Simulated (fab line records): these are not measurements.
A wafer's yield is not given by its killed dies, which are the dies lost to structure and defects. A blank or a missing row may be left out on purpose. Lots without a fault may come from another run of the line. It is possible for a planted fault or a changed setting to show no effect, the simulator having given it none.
A lot that was struck, set against a sound lot / flow n5Finfet / 38 steps out of a route of 1938
Sound: the wafers L232.1, L232.3, L232.5. Struck: wafer L224.3. (L224.4 of the same lot was not struck and is left out.) The cause comes at the end.
Each step with rows lists, per side, the tool, then ch with its chambers, then its first start. Under that, the readings that differ: sound wafers / struck wafers / difference of the means / sigmas: that difference in standard deviations of wafers without a fault.
alike: a reading whose means differ by less than 2 such deviations, as well as words and numbers matching on both sides. not compared: withheld readings; readings where some wafer has no value; bounds like >300 that might hide an equal value; numbers whose values overlap and for which the record gives no deviation.
Wherever a step has rows on one side only, a row that says differs or no value, or a row with sigmas, the two part there. Numbers that don't overlap but have no deviation are shown without sigmas and don't part them. A reading that every wafer of one side lacks parts them only if that side has two wafers or more.

first, 9 steps without rows for these wafers: N5_GATE_CUT_COAT_07 (resist thk 30 nm); N5_GATE_CUT_EBR_09; N5_GATE_CUT_SOFTBAKE_08 (time 60 s); N5_GATE_CUT_EXPOSE_10 (exposes mask GATE CUT, target cd 20 nm); N5_GATE_CUT_PEB_11 (peb time 60 s); N5_GATE_CUT_DEVELOP_12 (develop time 30 s); N5_GATE_CUT_DESCUM_18 (chemistry O2, time 7 s); N5_GATE_CUT_ETCH_28 (etches underlayer in N2/H2, target depth 13 nm, time 10.4 s); N5_GATE_CUT_ETCH_36 (etches SiARC in CF4, target depth 13 nm, time 21.7 s).
N5_GATE_CUT_ETCH_37: etches SOC in N2/H2, target depth 60 nm, overetch 12 nm, time 90 s.
  sound on rieDiel-03 ch 1,3, day 10 04:38; struck on rieDiel-01 ch 1, day 8 06:55
reading=rfVppV (V); sound=523.4 518.3 517.1; struck=525.3; difference=+5.7; sigmas=+2
reading=showerheadPlenumPTorr (Torr); sound=2.51 2.33 2.33; struck=2.63; difference=+0.24; sigmas=+3
reading=model.etch.depthNm (nm); sound=59.98 60.06 60.25; struck=45.78; difference=-14.32; sigmas=
reading=model.SiARC_of_GATE_CUT_COAT_35.thkNm (nm); sound=6 6 6; struck=7.4; difference=+1.4; sigmas=
reading=model.GATE_CUT.cdNm (nm); sound=19.8 20 20; struck=19.2; difference=-0.7; sigmas=
  alike: drypumpMotorCurrentA, oesProductAu, rfFwdPowerW, throttleValvePct
  not compared: rfHoursCounterH
then, 5 steps without rows for these wafers: N5_GATE_CUT_STRIP_38 (strips in N2/H2); N5_GATE_CUT_STRIP_39 (strips in N2/H2); N5_GATE_CUT_HM_OPEN_40 (chemistry C4F6/O2, target SiO2, target depth 139 nm, time 85.1 s); N5_GATE_CUT_STRIP_41 (strips in CF4); N5_GATE_CUT_STRIP_42 (strips in O2).
N5_GATE_CUT_ETCH_19: etches SiNx in CH3F/O2, target depth 53.7 nm, time 76.7 s.
  sound on rieDiel-03 ch 1,3, day 10 04:50; struck on rieDiel-01 ch 1, day 8 07:07
reading=etchRfOnTimeS (s); sound=77.6 76.9 77.1; struck=191.7; difference=+114.5; sigmas=+99 or more
reading=oesProductAu (a.u.); sound=0.59 0.65 0.66; struck=0.27; difference=-0.36; sigmas=-6
reading=showerheadPlenumPTorr (Torr); sound=1.97 1.85 1.85; struck=2.06; difference=+0.17; sigmas=+3
  alike: drypumpMotorCurrentA, oes_ar_750_au, rfVppV, throttleValvePct
  not compared: rfFwdPowerW, rfHoursCounterH
N5_GATE_CUT_CUT_ETCH_53: etches W in SF6/Cl2, target depth 79.2 nm.
  sound on rieMetal-01 ch 0,1, day 10 04:57; struck on rieMetal-01 ch 1, day 8 07:14
reading=etchRfOnTimeS (s); sound=26.2 26.2 27.0; struck=34.3; difference=+7.8; sigmas=+22
reading=oesProductAu (a.u.); sound=0.62 0.62 0.57; struck=0.24; difference=-0.36; sigmas=-4
reading=throttleValvePct (%); sound=28.82 28.82 29.52; struck=28.10; difference=-0.95; sigmas=-3
  alike: drypumpMotorCurrentA, rfFwdPowerW
  not compared: rfHoursCounterH
N5_GATE_CUT_CUT_ETCH_54: etches TiN in Cl2/BCl3, target depth 96.7 nm.
  sound on rieMetal-01 ch 0,1, day 10 05:01; struck on rieMetal-01 ch 1, day 8 07:18
reading=etchRfOnTimeS (s); sound=36.6 36.8 37.7; struck=47.9; difference=+10.9; sigmas=+20
reading=oesProductAu (a.u.); sound=0.63 0.62 0.57; struck=0.24; difference=-0.37; sigmas=-4
reading=throttleValvePct (%); sound=22.25 22.26 22.82; struck=23.32; difference=+0.88; sigmas=+3
  alike: drypumpMotorCurrentA, oes_ar_750_au, rfFwdPowerW
  not compared: rfHoursCounterH
N5_GATE_CUT_CUT_ETCH_55: etches HfO2 in BCl3, target depth 3.2 nm.
  sound on rieMetal-01 ch 0,1, day 10 05:04; struck on rieMetal-01 ch 1, day 8 07:21
reading=oesProductAu (a.u.); sound=0.69 0.69 0.63; struck=0.24; difference=-0.43; sigmas=-4
  alike: drypumpMotorCurrentA, rfFwdPowerW, throttleValvePct
  not compared: rfHoursCounterH
N5_GATE_CUT_ETCH_47: etches SiO2 in Cl2/BCl3, target depth 10 nm.
  sound on rieMetal-01 ch 0,1, day 10 05:06; struck on rieMetal-01 ch 1, day 8 07:23
reading=model.GATE_CUT.cdNm (nm); sound=19.8 20.2 20; struck=19.2; difference=-0.8; sigmas=
  alike: drypumpMotorCurrentA, oes_ar_750_au, oesProductAu, rfFwdPowerW, throttleValvePct
  not compared: rfHoursCounterH
then, 16 steps without rows for these wafers: N5_GATE_CUT_VAPOR_ETCH_48 (etches TiN in BCl3/Cl2); N5_GATE_CUT_VAPOR_ETCH_49 (etches TiAlC in BCl3/Cl2); N5_GATE_CUT_VAPOR_ETCH_51 (etches HfO2 in BCl3/Cl2); N5_GATE_CUT_STRIP_21 (strips in N2/H2, time 30 s); N5_GATE_CUT_STRIP_29 (strips in post etch residue remover, time 60 s); N5_GATE_CUT_SRD_52 (time 30 s); N5_GATE_CUT_ALD_22 (deposits SiNx, target thk 16 nm, pulse time 1 s, ald cycles 320); N5_GATE_CUT_CMP_23 (polishes, stops on SiO2, t overpolish 23.4 s, target thk 16 nm); N5_GATE_CUT_CMP_43 (polishes SiO2); N5_GATE_CUT_CMP_61 (polishes, stops on SiNx, t overpolish 3 s); N5_MOL_CONTACT_COAG_COAT_103 (time 60 s, resist thk 80 nm); N5_MOL_CONTACT_COAG_COAT_104 (time 60 s, resist thk 12 nm); N5_MOL_CONTACT_COAG_COAT_58 (time 60 s, resist thk 10 nm); N5_MOL_CONTACT_COAG_COAT_02 (resist thk 30 nm); N5_MOL_CONTACT_COAG_EBR_04; N5_MOL_CONTACT_COAG_SOFTBAKE_03 (time 60 s).
N5_BEOL_M4_RC_MEAS_101:
  the record has rows for the sound wafers here (prober-02 ch 0, day 14 22:38) and none for the struck ones
-- a jump in the record: the struck wafers' starts before and after are 9 days apart (it breaks off in module BEOL_M4 and resumes in module PASSIVATION, where the first step shown is number 1936 of the route) --
N5_PASSIVATION_PROBE_49:
  record: rows for the struck wafers here (prober-01, day 17 06:28), none for the sound ones

## WHERE THEY PART
Earliest at N5_GATE_CUT_ETCH_37; latest, in this record, at N5_PASSIVATION_PROBE_49.

WHY: what had been put in by the simulator
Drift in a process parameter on rieDiel-01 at N5_GATE_CUT_ETCH_37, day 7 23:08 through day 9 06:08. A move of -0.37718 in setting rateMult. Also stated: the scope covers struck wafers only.
